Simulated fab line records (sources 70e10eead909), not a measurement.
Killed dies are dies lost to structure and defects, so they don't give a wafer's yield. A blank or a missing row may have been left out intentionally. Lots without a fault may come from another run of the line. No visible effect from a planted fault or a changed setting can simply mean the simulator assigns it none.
fab line records / flow nand-harc
record lots=5 wafers=15 last-day=34
route steps=1302 shown P_GATE@185 END@1302
lots with no fault: from the same line, run without faults
start-h: the number of hours between the record's first day and the start of the first shown wafer of the lot / wait-h: hours from the lot's prior step to this one / " unchanged from the row above / L1.1+2: one row covering several wafers at once / - no value present, or no start provided / * or withheld: withheld / < > ~ a bound
route shown NAME@n: NAME is a module with steps in the file, n the number in the route of the first one / usual: mean and standard deviation over wafers with no fault / same: alike in all rows / chamber/n: place in a boat / sites: each site's reading / _std_site: how widely they spread, as a standard deviation / _edge_site: inner sites' mean taken away from outer sites' mean / radius-mm: for every site, how far away it sits from the centre of the wafer / mask NAME#n: copy n / behind: the last tool/chamber to shape the wafer / hold: the reason the lot was held/the length of the hold in hours/how it ended / device: whichever transistor did not switch (one of n, p or np) / end of line: the route-end tests of the same wafers / for a step that has no rows: nothing shown but its recipe / killed: dies that structure and defects cost at the first sort, which is not the same as the wafer's yield / map: the dies of a wafer, with x for killed, . for not killed, _ for no die there
set.NAME: setting as actually run; set.NAME@STEP: the setting as run at that earlier step / model.NAME: the simulator's own value behind a step, which no gauge read
lots at selected steps of the route; one table per step, one row per wafer
services: a tool's chamber out of use, with start hour (start-h, from the record's first day; less than 0 if before it), hours out, and reason
## steps
# step NHARC_P_GATE_CD_MEAS_59
# recipe target-cd-nm=720 landing-energy-ev=500
# usual cd-nm=720.2/1.3
lot.wafer=L438.3 tool=cd-sem-01 chamber=0 start-h=126.30 wait-h=- cd-nm=723.1
lot.wafer=L438.5 tool=cd-sem-01 chamber=0 start-h=126.30 wait-h=- cd-nm=720.6
lot.wafer=L438.6 tool=cd-sem-01 chamber=0 start-h=126.30 wait-h=- cd-nm=723.3
lot.wafer=L446.1 tool=cd-sem-03 chamber=0 start-h=210.56 wait-h=- cd-nm=718.5
lot.wafer=L446.2 tool=cd-sem-03 chamber=0 start-h=210.56 wait-h=- cd-nm=720.8
lot.wafer=L446.5 tool=cd-sem-03 chamber=0 start-h=210.56 wait-h=- cd-nm=718.8
lot.wafer=L447.1 tool=cd-sem-01 chamber=0 start-h=211.62 wait-h=- cd-nm=721.0
lot.wafer=L447.3 tool=cd-sem-01 chamber=0 start-h=211.62 wait-h=- cd-nm=721.2
lot.wafer=L447.5 tool=cd-sem-01 chamber=0 start-h=211.62 wait-h=- cd-nm=719.6
lot.wafer=L459.1 tool=cd-sem-03 chamber=0 start-h=334.25 wait-h=- cd-nm=719.2
lot.wafer=L459.3 tool=cd-sem-03 chamber=0 start-h=334.25 wait-h=- cd-nm=718.9
lot.wafer=L459.4 tool=cd-sem-03 chamber=0 start-h=334.25 wait-h=- cd-nm=719.0
lot.wafer=L460.1 tool=cd-sem-02 chamber=0 start-h=335.14 wait-h=- cd-nm=719.0
lot.wafer=L460.4 tool=cd-sem-02 chamber=0 start-h=335.14 wait-h=- cd-nm=719.1
lot.wafer=L460.5 tool=cd-sem-02 chamber=0 start-h=335.14 wait-h=- cd-nm=720.3
# step NHARC_P_GATE_HARDBAKE_60
# recipe temp-c=125 time-s=80
# step NHARC_P_GATE_DESCUM_61
# recipe time-s=3 o2-flow-sccm=200 ar-flow-sccm=0 bias-power-w=0 chemistry=O2
# usual drypump-motor-current-A=5.9/0.5 mfc-ar-sccm=0.004/0.0044 oes-product-au=1.001/0.0081 rf-vpp-V=58.0/0.88 showerhead-plenum-p-Torr=1.97/0.075 throttle-valve-pct=11.309/0.0096
lot.wafer=L438.3 tool=rie-diel-01 chamber=0 start-h=126.46 wait-h=- drypump-motor-current-A=6.2 mfc-ar-sccm=0 oes-product-au=1.003 rf-hours-counter-h=6.1 rf-vpp-V=58.8 showerhead-plenum-p-Torr=2.06 throttle-valve-pct=11.293
lot.wafer=L438.5 tool=rie-diel-01 chamber=0 start-h=126.46 wait-h=- drypump-motor-current-A=6.2 mfc-ar-sccm=0 oes-product-au=0.990 rf-hours-counter-h=- rf-vpp-V=57.4 showerhead-plenum-p-Torr=2.06 throttle-valve-pct=11.322
lot.wafer=L438.6 tool=rie-diel-01 chamber=1 start-h=126.46 wait-h=- drypump-motor-current-A=6.0 mfc-ar-sccm=0 oes-product-au=1.010 rf-hours-counter-h=- rf-vpp-V=57.3 showerhead-plenum-p-Torr=1.99 throttle-valve-pct=11.297
lot.wafer=L446.1 tool=rie-diel-05 chamber=3 start-h=210.73 wait-h=- drypump-motor-current-A=6.0 mfc-ar-sccm=0.006 oes-product-au=1.006 rf-hours-counter-h=7.4 rf-vpp-V=60.1 showerhead-plenum-p-Torr=2.04 throttle-valve-pct=11.303
lot.wafer=L446.2 tool=rie-diel-05 chamber=1 start-h=210.73 wait-h=- drypump-motor-current-A=6.5 mfc-ar-sccm=0 oes-product-au=1.005 rf-hours-counter-h=9.6 rf-vpp-V=58.3 showerhead-plenum-p-Torr=1.95 throttle-valve-pct=11.306
lot.wafer=L446.5 tool=rie-diel-05 chamber=2 start-h=210.73 wait-h=- drypump-motor-current-A=6.6 mfc-ar-sccm=0.005 oes-product-au=1.014 rf-hours-counter-h=- rf-vpp-V=56.5 showerhead-plenum-p-Torr=1.92 throttle-valve-pct=11.303
lot.wafer=L447.3 tool=rie-diel-07 chamber=1 start-h=211.78 wait-h=- drypump-motor-current-A=6.6 mfc-ar-sccm=0.008 oes-product-au=0.992 rf-hours-counter-h=3.8 rf-vpp-V=56.6 showerhead-plenum-p-Torr=1.83 throttle-valve-pct=11.295
lot.wafer=L447.1 tool=rie-diel-07 chamber=0 start-h=211.78 wait-h=- drypump-motor-current-A=5.2 mfc-ar-sccm=0.002 oes-product-au=0.998 rf-hours-counter-h=4.3 rf-vpp-V=57.7 showerhead-plenum-p-Torr=2.04 throttle-valve-pct=11.308
lot.wafer=L447.5 tool=rie-diel-07 chamber=2 start-h=211.78 wait-h=- drypump-motor-current-A=5.6 mfc-ar-sccm=0 oes-product-au=0.998 rf-hours-counter-h=- rf-vpp-V=55.9 showerhead-plenum-p-Torr=2.01 throttle-valve-pct=11.322
lot.wafer=L459.1 tool=rie-diel-01 chamber=0 start-h=334.41 wait-h=- drypump-motor-current-A=6.1 mfc-ar-sccm=0 oes-product-au=0.997 rf-hours-counter-h=5.4 rf-vpp-V=58.2 showerhead-plenum-p-Torr=2.06 throttle-valve-pct=11.287
lot.wafer=L459.4 tool=rie-diel-01 chamber=1 start-h=334.41 wait-h=- drypump-motor-current-A=6.0 mfc-ar-sccm=0 oes-product-au=1.002 rf-hours-counter-h=6.1 rf-vpp-V=57.1 showerhead-plenum-p-Torr=1.98 throttle-valve-pct=11.309
lot.wafer=L459.3 tool=rie-diel-01 chamber=3 start-h=334.41 wait-h=- drypump-motor-current-A=5.7 mfc-ar-sccm=0.007 oes-product-au=1.004 rf-hours-counter-h=6.1 rf-vpp-V=57.8 showerhead-plenum-p-Torr=1.89 throttle-valve-pct=11.294
lot.wafer=L460.4 tool=rie-diel-07 chamber=3 start-h=335.30 wait-h=- drypump-motor-current-A=5.8 mfc-ar-sccm=0 oes-product-au=0.998 rf-hours-counter-h=0.5 rf-vpp-V=57.5 showerhead-plenum-p-Torr=2.05 throttle-valve-pct=11.319
lot.wafer=L460.1 tool=rie-diel-07 chamber=1 start-h=335.30 wait-h=- drypump-motor-current-A=6.6 mfc-ar-sccm=0.008 oes-product-au=1.010 rf-hours-counter-h=1.8 rf-vpp-V=56.8 showerhead-plenum-p-Torr=1.83 throttle-valve-pct=11.306
lot.wafer=L460.5 tool=rie-diel-07 chamber=0 start-h=335.30 wait-h=- drypump-motor-current-A=5.2 mfc-ar-sccm=0.002 oes-product-au=0.997 rf-hours-counter-h=- rf-vpp-V=57.0 showerhead-plenum-p-Torr=2.04 throttle-valve-pct=11.316
# step NHARC_P_GATE_IMPLANT_62
# recipe energy-kev=20 dose-cm2=3e+15 tilt-deg=7
# step NHARC_P_GATE_STRIP_112
# recipe power-w=1500 temp-c=110 time-s=200 chemistry=N2/H2
# usual drypump-motor-current-A=5.5/0.49 heater-power-w=91/5.6
lot.wafer=L438.3 tool=plasma-asher-02 chamber=1 start-h=126.92 wait-h=0.2 drypump-motor-current-A=5.8 heater-power-w=97 rf-hours-counter-h=-
lot.wafer=L438.6 tool=plasma-asher-02 chamber=1 start-h=126.92 wait-h=0.2 drypump-motor-current-A=5.7 heater-power-w=99 rf-hours-counter-h=-
lot.wafer=L438.5 tool=plasma-asher-02 chamber=0 start-h=126.92 wait-h=0.2 drypump-motor-current-A=4.8 heater-power-w=88 rf-hours-counter-h=-
lot.wafer=L446.1 tool=plasma-asher-01 chamber=0 start-h=211.09 wait-h=0.2 drypump-motor-current-A=6.0 heater-power-w=77 rf-hours-counter-h=5
lot.wafer=L446.2 tool=plasma-asher-01 chamber=1 start-h=211.09 wait-h=0.2 drypump-motor-current-A=5.8 heater-power-w=89 rf-hours-counter-h=5
lot.wafer=L446.5 tool=plasma-asher-01 chamber=1 start-h=211.09 wait-h=0.2 drypump-motor-current-A=5.8 heater-power-w=91 rf-hours-counter-h=-
lot.wafer=L447.1 tool=plasma-asher-01 chamber=1 start-h=212.14 wait-h=0.2 drypump-motor-current-A=5.8 heater-power-w=92 rf-hours-counter-h=5
lot.wafer=L447.3 tool=plasma-asher-01 chamber=1 start-h=212.14 wait-h=0.2 drypump-motor-current-A=5.8 heater-power-w=89 rf-hours-counter-h=-
lot.wafer=L447.5 tool=plasma-asher-01 chamber=0 start-h=212.14 wait-h=0.2 drypump-motor-current-A=6.0 heater-power-w=82 rf-hours-counter-h=-
lot.wafer=L459.1 tool=plasma-asher-02 chamber=0 start-h=335.38 wait-h=0.2 drypump-motor-current-A=4.8 heater-power-w=93 rf-hours-counter-h=12
lot.wafer=L459.4 tool=plasma-asher-02 chamber=0 start-h=335.38 wait-h=0.2 drypump-motor-current-A=4.8 heater-power-w=92 rf-hours-counter-h=-
lot.wafer=L459.3 tool=plasma-asher-02 chamber=1 start-h=335.38 wait-h=0.2 drypump-motor-current-A=5.7 heater-power-w=93 rf-hours-counter-h=-
lot.wafer=L460.1 tool=plasma-asher-01 chamber=1 start-h=336.09 wait-h=0.2 drypump-motor-current-A=5.8 heater-power-w=90 rf-hours-counter-h=30
lot.wafer=L460.4 tool=plasma-asher-01 chamber=0 start-h=336.09 wait-h=0.2 drypump-motor-current-A=6.0 heater-power-w=83 rf-hours-counter-h=-
lot.wafer=L460.5 tool=plasma-asher-01 chamber=1 start-h=336.09 wait-h=0.2 drypump-motor-current-A=5.8 heater-power-w=91 rf-hours-counter-h=-
# step NHARC_P_GATE_STRIP_76
# recipe power-w=1500 temp-c=250 chemistry=O2
# usual drypump-motor-current-A=5.5/0.49 heater-power-w=339/20
lot.wafer=L438.3 tool=plasma-asher-02 chamber=1 start-h=127.11 wait-h=0.2 drypump-motor-current-A=5.7 heater-power-w=367 rf-hours-counter-h=-
lot.wafer=L438.6 tool=plasma-asher-02 chamber=1 start-h=127.11 wait-h=0.2 drypump-motor-current-A=5.7 heater-power-w=369 rf-hours-counter-h=-
lot.wafer=L438.5 tool=plasma-asher-02 chamber=0 start-h=127.11 wait-h=0.2 drypump-motor-current-A=4.8 heater-power-w=347 rf-hours-counter-h=-
lot.wafer=L446.1 tool=plasma-asher-01 chamber=0 start-h=211.35 wait-h=0.2 drypump-motor-current-A=5.9 heater-power-w=313 rf-hours-counter-h=5
lot.wafer=L446.2 tool=plasma-asher-01 chamber=1 start-h=211.35 wait-h=0.2 drypump-motor-current-A=5.8 heater-power-w=327 rf-hours-counter-h=5
lot.wafer=L446.5 tool=plasma-asher-01 chamber=1 start-h=211.35 wait-h=0.2 drypump-motor-current-A=5.8 heater-power-w=339 rf-hours-counter-h=-
lot.wafer=L447.1 tool=plasma-asher-01 chamber=1 start-h=212.41 wait-h=0.2 drypump-motor-current-A=5.8 heater-power-w=333 rf-hours-counter-h=6
lot.wafer=L447.3 tool=plasma-asher-01 chamber=1 start-h=212.41 wait-h=0.2 drypump-motor-current-A=5.8 heater-power-w=336 rf-hours-counter-h=-
lot.wafer=L447.5 tool=plasma-asher-01 chamber=0 start-h=212.41 wait-h=0.2 drypump-motor-current-A=5.9 heater-power-w=293 rf-hours-counter-h=-
lot.wafer=L459.1 tool=plasma-asher-02 chamber=0 start-h=335.64 wait-h=0.2 drypump-motor-current-A=4.8 heater-power-w=359 rf-hours-counter-h=12
lot.wafer=L459.4 tool=plasma-asher-02 chamber=0 start-h=335.64 wait-h=0.2 drypump-motor-current-A=4.8 heater-power-w=345 rf-hours-counter-h=-
lot.wafer=L459.3 tool=plasma-asher-02 chamber=1 start-h=335.64 wait-h=0.2 drypump-motor-current-A=5.8 heater-power-w=340 rf-hours-counter-h=-
lot.wafer=L460.1 tool=plasma-asher-01 chamber=1 start-h=336.35 wait-h=0.2 drypump-motor-current-A=5.8 heater-power-w=340 rf-hours-counter-h=30
lot.wafer=L460.4 tool=plasma-asher-01 chamber=0 start-h=336.35 wait-h=0.2 drypump-motor-current-A=5.9 heater-power-w=301 rf-hours-counter-h=-
lot.wafer=L460.5 tool=plasma-asher-01 chamber=1 start-h=336.35 wait-h=0.2 drypump-motor-current-A=5.8 heater-power-w=338 rf-hours-counter-h=-
# step NHARC_P_GATE_STRIP_63
# recipe time-s=900 temp-c=130 chemistry=SPM
# step NHARC_P_GATE_DEHYDRATE_83
# recipe temp-c=150 time-s=120
# step NHARC_P_GATE_HMDS_84
# recipe time-s=30
# step NHARC_P_GATE_COAT_85
# recipe spin-rpm=3000
# step NHARC_P_GATE_SOFTBAKE_86
# recipe temp-c=122 time-s=95
# step NHARC_P_GATE_EBR_87
# step NHARC_P_GATE_EXPOSE_88
# recipe na=0.6 target-cd-nm=2000 dose-mj=11.87 mask-id=P_HVN
# usual focus-offset-nm=-0.1/0.53 stage-vel-mm-s=499.99/0.23
lot.wafer=L438.3 tool=krf-scanner-03 chamber=0 start-h=127.87 wait-h=- mask=P_HVN#0 focus-offset-nm=0.3 stage-vel-mm-s=500.63
lot.wafer=L438.5 tool=krf-scanner-03 chamber=0 start-h=127.87 wait-h=- mask=P_HVN#0 focus-offset-nm=0.2 stage-vel-mm-s=500.35
lot.wafer=L438.6 tool=krf-scanner-03 chamber=0 start-h=127.87 wait-h=- mask=P_HVN#0 focus-offset-nm=1.0 stage-vel-mm-s=500.20
lot.wafer=L446.1 tool=krf-scanner-03 chamber=0 start-h=211.99 wait-h=- mask=P_HVN_R1#0 focus-offset-nm=-0.4 stage-vel-mm-s=500.54
lot.wafer=L446.2 tool=krf-scanner-03 chamber=0 start-h=211.99 wait-h=- mask=P_HVN_R1#0 focus-offset-nm=-0.2 stage-vel-mm-s=500.41
lot.wafer=L446.5 tool=krf-scanner-03 chamber=0 start-h=211.99 wait-h=- mask=P_HVN_R1#0 focus-offset-nm=-0.3 stage-vel-mm-s=500.16
lot.wafer=L447.1 tool=krf-scanner-02 chamber=0 start-h=213.17 wait-h=- mask=P_HVN#0 focus-offset-nm=0.1 stage-vel-mm-s=499.80
lot.wafer=L447.3 tool=krf-scanner-02 chamber=0 start-h=213.17 wait-h=- mask=P_HVN#0 focus-offset-nm=0.1 stage-vel-mm-s=499.80
lot.wafer=L447.5 tool=krf-scanner-02 chamber=0 start-h=213.17 wait-h=- mask=P_HVN#0 focus-offset-nm=0.1 stage-vel-mm-s=500.05
lot.wafer=L459.1 tool=krf-scanner-03 chamber=0 start-h=336.39 wait-h=- mask=P_HVN#0 focus-offset-nm=-0.8 stage-vel-mm-s=500.18
lot.wafer=L459.3 tool=krf-scanner-03 chamber=0 start-h=336.39 wait-h=- mask=P_HVN#0 focus-offset-nm=-1.0 stage-vel-mm-s=500.16
lot.wafer=L459.4 tool=krf-scanner-03 chamber=0 start-h=336.39 wait-h=- mask=P_HVN#0 focus-offset-nm=0.4 stage-vel-mm-s=499.88
lot.wafer=L460.1 tool=krf-scanner-02 chamber=0 start-h=337.18 wait-h=- mask=P_HVN#0 focus-offset-nm=-0.2 stage-vel-mm-s=499.92
lot.wafer=L460.4 tool=krf-scanner-02 chamber=0 start-h=337.18 wait-h=- mask=P_HVN#0 focus-offset-nm=-0.4 stage-vel-mm-s=499.93
lot.wafer=L460.5 tool=krf-scanner-02 chamber=0 start-h=337.18 wait-h=- mask=P_HVN#0 focus-offset-nm=-0.1 stage-vel-mm-s=499.95
# step NHARC_P_GATE_PEB_89
# recipe peb-temp-c=118 peb-time-s=85
# step NHARC_P_GATE_DEVELOP_90
# recipe time-s=70
# step NHARC_P_GATE_CD_MEAS_91
# recipe target-cd-nm=2000 landing-energy-ev=500
# usual cd-nm=1999.8/1.5
lot.wafer=L438.3 tool=cd-sem-01 chamber=0 start-h=128.02 wait-h=- cd-nm=1999.6
lot.wafer=L438.5 tool=cd-sem-01 chamber=0 start-h=128.02 wait-h=- cd-nm=1998.9
lot.wafer=L438.6 tool=cd-sem-01 chamber=0 start-h=128.02 wait-h=- cd-nm=2000.6
lot.wafer=L446.1 tool=cd-sem-01 chamber=0 start-h=212.14 wait-h=- cd-nm=2053.6
lot.wafer=L446.2 tool=cd-sem-01 chamber=0 start-h=212.14 wait-h=- cd-nm=2056.5
lot.wafer=L446.5 tool=cd-sem-01 chamber=0 start-h=212.14 wait-h=- cd-nm=2056.3
lot.wafer=L447.1 tool=cd-sem-02 chamber=0 start-h=213.33 wait-h=- cd-nm=2000.6
lot.wafer=L447.3 tool=cd-sem-02 chamber=0 start-h=213.33 wait-h=- cd-nm=2000.7
lot.wafer=L447.5 tool=cd-sem-02 chamber=0 start-h=213.33 wait-h=- cd-nm=2001.8
lot.wafer=L459.1 tool=cd-sem-03 chamber=0 start-h=336.55 wait-h=- cd-nm=2000.6
lot.wafer=L459.3 tool=cd-sem-03 chamber=0 start-h=336.55 wait-h=- cd-nm=2002.1
lot.wafer=L459.4 tool=cd-sem-03 chamber=0 start-h=336.55 wait-h=- cd-nm=1999.7
lot.wafer=L460.1 tool=cd-sem-02 chamber=0 start-h=337.33 wait-h=- cd-nm=2001.0
lot.wafer=L460.4 tool=cd-sem-02 chamber=0 start-h=337.33 wait-h=- cd-nm=2001.5
lot.wafer=L460.5 tool=cd-sem-02 chamber=0 start-h=337.33 wait-h=- cd-nm=2002.1
# step NHARC_P_GATE_HARDBAKE_92
# recipe temp-c=125 time-s=80
# step NHARC_P_GATE_DESCUM_93
# recipe time-s=3 o2-flow-sccm=200 ar-flow-sccm=0 bias-power-w=0 chemistry=O2
# usual drypump-motor-current-A=5.9/0.49 mfc-ar-sccm=0.004/0.0044 oes-product-au=1.001/0.0074 rf-vpp-V=58.0/0.91 showerhead-plenum-p-Torr=1.97/0.07 throttle-valve-pct=11.312/0.0085
lot.wafer=L438.3 tool=rie-diel-05 chamber=0 start-h=128.17 wait-h=- drypump-motor-current-A=5.8 mfc-ar-sccm=0.010 oes-product-au=0.994 rf-hours-counter-h=4.6 rf-vpp-V=59.2 showerhead-plenum-p-Torr=1.95 throttle-valve-pct=11.315 model.P_GATE.cd-nm=1999
lot.wafer=L438.6 tool=rie-diel-05 chamber=0 start-h=128.17 wait-h=- drypump-motor-current-A=5.8 mfc-ar-sccm=0.010 oes-product-au=0.999 rf-hours-counter-h=- rf-vpp-V=58.9 showerhead-plenum-p-Torr=1.95 throttle-valve-pct=11.313 model.P_GATE.cd-nm=2000
lot.wafer=L438.5 tool=rie-diel-05 chamber=1 start-h=128.17 wait-h=- drypump-motor-current-A=6.5 mfc-ar-sccm=0 oes-product-au=1.003 rf-hours-counter-h=- rf-vpp-V=57.6 showerhead-plenum-p-Torr=1.95 throttle-valve-pct=11.313 model.P_GATE.cd-nm=1999
lot.wafer=L446.2 tool=rie-diel-05 chamber=0 start-h=212.31 wait-h=- drypump-motor-current-A=5.8 mfc-ar-sccm=0.010 oes-product-au=0.998 rf-hours-counter-h=8.2 rf-vpp-V=58.4 showerhead-plenum-p-Torr=1.95 throttle-valve-pct=11.308 model.P_GATE.cd-nm=2056
lot.wafer=L446.1 tool=rie-diel-05 chamber=1 start-h=212.31 wait-h=- drypump-motor-current-A=6.5 mfc-ar-sccm=0 oes-product-au=0.987 rf-hours-counter-h=9.6 rf-vpp-V=59.4 showerhead-plenum-p-Torr=1.95 throttle-valve-pct=11.321 model.P_GATE.cd-nm=2054
lot.wafer=L446.5 tool=rie-diel-05 chamber=0 start-h=212.31 wait-h=- drypump-motor-current-A=5.8 mfc-ar-sccm=0.010 oes-product-au=1.003 rf-hours-counter-h=- rf-vpp-V=58.8 showerhead-plenum-p-Torr=1.95 throttle-valve-pct=11.315 model.P_GATE.cd-nm=2056
lot.wafer=L447.1 tool=rie-diel-07 chamber=2 start-h=213.49 wait-h=- drypump-motor-current-A=5.6 mfc-ar-sccm=0 oes-product-au=0.992 rf-hours-counter-h=3.1 rf-vpp-V=56.9 showerhead-plenum-p-Torr=2.01 throttle-valve-pct=11.302 model.P_GATE.cd-nm=2001
lot.wafer=L447.3 tool=rie-diel-07 chamber=1 start-h=213.49 wait-h=- drypump-motor-current-A=6.6 mfc-ar-sccm=0.008 oes-product-au=0.999 rf-hours-counter-h=3.8 rf-vpp-V=57.7 showerhead-plenum-p-Torr=1.83 throttle-valve-pct=11.323 model.P_GATE.cd-nm=721.6
lot.wafer=L447.5 tool=rie-diel-07 chamber=2 start-h=213.49 wait-h=- drypump-motor-current-A=5.6 mfc-ar-sccm=0 oes-product-au=1.001 rf-hours-counter-h=- rf-vpp-V=56.8 showerhead-plenum-p-Torr=2.01 throttle-valve-pct=11.312 model.P_GATE.cd-nm=2002
lot.wafer=L459.3 tool=rie-diel-07 chamber=1 start-h=336.71 wait-h=- drypump-motor-current-A=6.6 mfc-ar-sccm=0.008 oes-product-au=1.003 rf-hours-counter-h=1.8 rf-vpp-V=57.1 showerhead-plenum-p-Torr=1.83 throttle-valve-pct=11.322 model.P_GATE.cd-nm=2002
lot.wafer=L459.4 tool=rie-diel-07 chamber=2 start-h=336.71 wait-h=- drypump-motor-current-A=5.6 mfc-ar-sccm=0 oes-product-au=1.001 rf-hours-counter-h=1.9 rf-vpp-V=58.3 showerhead-plenum-p-Torr=2.01 throttle-valve-pct=11.323 model.P_GATE.cd-nm=2000
lot.wafer=L459.1 tool=rie-diel-07 chamber=0 start-h=336.71 wait-h=- drypump-motor-current-A=5.2 mfc-ar-sccm=0.002 oes-product-au=0.993 rf-hours-counter-h=1.4 rf-vpp-V=58.2 showerhead-plenum-p-Torr=2.04 throttle-valve-pct=11.308 model.P_GATE.cd-nm=2001
lot.wafer=L460.4 tool=rie-diel-05 chamber=1 start-h=337.51 wait-h=- drypump-motor-current-A=6.5 mfc-ar-sccm=0 oes-product-au=1.005 rf-hours-counter-h=6.1 rf-vpp-V=57.3 showerhead-plenum-p-Torr=1.94 throttle-valve-pct=11.301 model.P_GATE.cd-nm=2002
lot.wafer=L460.1 tool=rie-diel-05 chamber=2 start-h=337.51 wait-h=- drypump-motor-current-A=6.6 mfc-ar-sccm=0.005 oes-product-au=1.015 rf-hours-counter-h=5.7 rf-vpp-V=58.1 showerhead-plenum-p-Torr=1.92 throttle-valve-pct=11.306 model.P_GATE.cd-nm=2001
lot.wafer=L460.5 tool=rie-diel-05 chamber=0 start-h=337.51 wait-h=- drypump-motor-current-A=5.8 mfc-ar-sccm=0.010 oes-product-au=1.017 rf-hours-counter-h=- rf-vpp-V=57.9 showerhead-plenum-p-Torr=1.95 throttle-valve-pct=11.305 model.P_GATE.cd-nm=2002
# step NHARC_P_GATE_IMPLANT_94
# recipe energy-kev=60 dose-cm2=2e+15 tilt-deg=7
# step NHARC_END_SORT_01
# recipe temp-c=25
# usual killed-at-array=62/16 killed-at-other=0.8/1.1 killed-at-periphery=4/3.2 killed-dies=67/16 killed-open=3.5/1.9 killed-short=2.1/1.5
# same gross-dies=677
lot.wafer=L446.1 tool=prober-01 chamber=0 start-h=672.18 wait-h=2.5 killed-at-array=73 killed-at-other=1 killed-at-periphery=5 killed-dies=79 killed-open=7 killed-short=5
# killed by level:class
L446.1 A_CHANNEL_HOLE_D1:chamber-film-flake=28 A_CHANNEL_HOLE_D2:chamber-film-flake=25 A_STAIRCASE:chamber-film-flake=3 A_CONTACT:chamber-film-flake=3 A_CHANNEL_FILL_D2:chamber-film-flake=2 A_SLIT:chamber-film-flake=2 P_GATE:geometric-particle:open=1 P_M0:geometric-particle:short=1
## services
tool=rie-diel-07 chamber=- start-h=117.20 hours=9.0 kind=pm
tool=plasma-asher-01 chamber=- start-h=125.26 hours=32.1 kind=repair
tool=rie-diel-07 chamber=2 start-h=128.38 hours=5.2 kind=repair
tool=rie-diel-01 chamber=0 start-h=147.24 hours=33.8 kind=repair
tool=plasma-asher-01 chamber=- start-h=165.26 hours=9.0 kind=pm
tool=plasma-asher-01 chamber=0 start-h=165.26 hours=9.0 kind=vent-cycle
tool=plasma-asher-01 chamber=1 start-h=165.26 hours=9.0 kind=vent-cycle
tool=plasma-asher-01 chamber=0 start-h=174.26 hours=- kind=clean
tool=rie-diel-05 chamber=0 start-h=191.70 hours=3.7 kind=repair
tool=rie-diel-07 chamber=1 start-h=200.25 hours=9.8 kind=repair
tool=rie-diel-01 chamber=- start-h=203.80 hours=9.0 kind=pm
tool=rie-diel-05 chamber=0 start-h=214.54 hours=3.1 kind=repair
tool=plasma-asher-01 chamber=- start-h=215.15 hours=3.5 kind=repair
tool=krf-scanner-03 chamber=- start-h=224.14 hours=4.0 kind=pm
tool=rie-diel-05 chamber=- start-h=229.62 hours=9.0 kind=pm
tool=krf-scanner-02 chamber=- start-h=266.00 hours=4.0 kind=pm
tool=plasma-asher-02 chamber=- start-h=266.20 hours=9.0 kind=pm
tool=krf-scanner-03 chamber=- start-h=273.63 hours=0.4 kind=repair
tool=rie-diel-07 chamber=- start-h=294.20 hours=9.0 kind=pm
tool=rie-diel-01 chamber=2 start-h=294.76 hours=7.8 kind=repair
tool=rie-diel-07 chamber=2 start-h=313.06 hours=3.7 kind=repair
tool=rie-diel-07 chamber=3 start-h=313.56 hours=14.5 kind=repair
tool=rie-diel-07 chamber=1 start-h=324.01 hours=8.8 kind=repair
tool=krf-scanner-03 chamber=- start-h=336.74 hours=1.9 kind=repair
## key
first-sign step=NHARC_P_GATE_EXPOSE_88 reading=mask direction=changed
effect step=NHARC_P_GATE_CD_MEAS_91 reading=cd-nm direction=up sigmas=38 usual=1999.8 struck=2055.5
model-effect step=NHARC_P_GATE_DESCUM_93 value=P_GATE.cd-nm without=2001 struck=2056
met-at NHARC_P_GATE_EXPOSE_88
struck-wafers L446.1,L446.2,L446.5
tester-left-out L446
onset-between 127.87 211.99
fault kind=wrong-mask tool=any chamber=- onset-h=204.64 steps=NHARC_P_GATE_EXPOSE_88 aux-copy=P_HVN_R1#0 cd-offset-nm=54.884 scope=struck-lots-only
# tester-left-out: of these lots the tester's yield and bins aren't shown, on N5 and GAA mostly nor the transistor test; their killed dies are dies lost to structure and defects alone, not to doping, threshold or leakage, so they don't give the yield
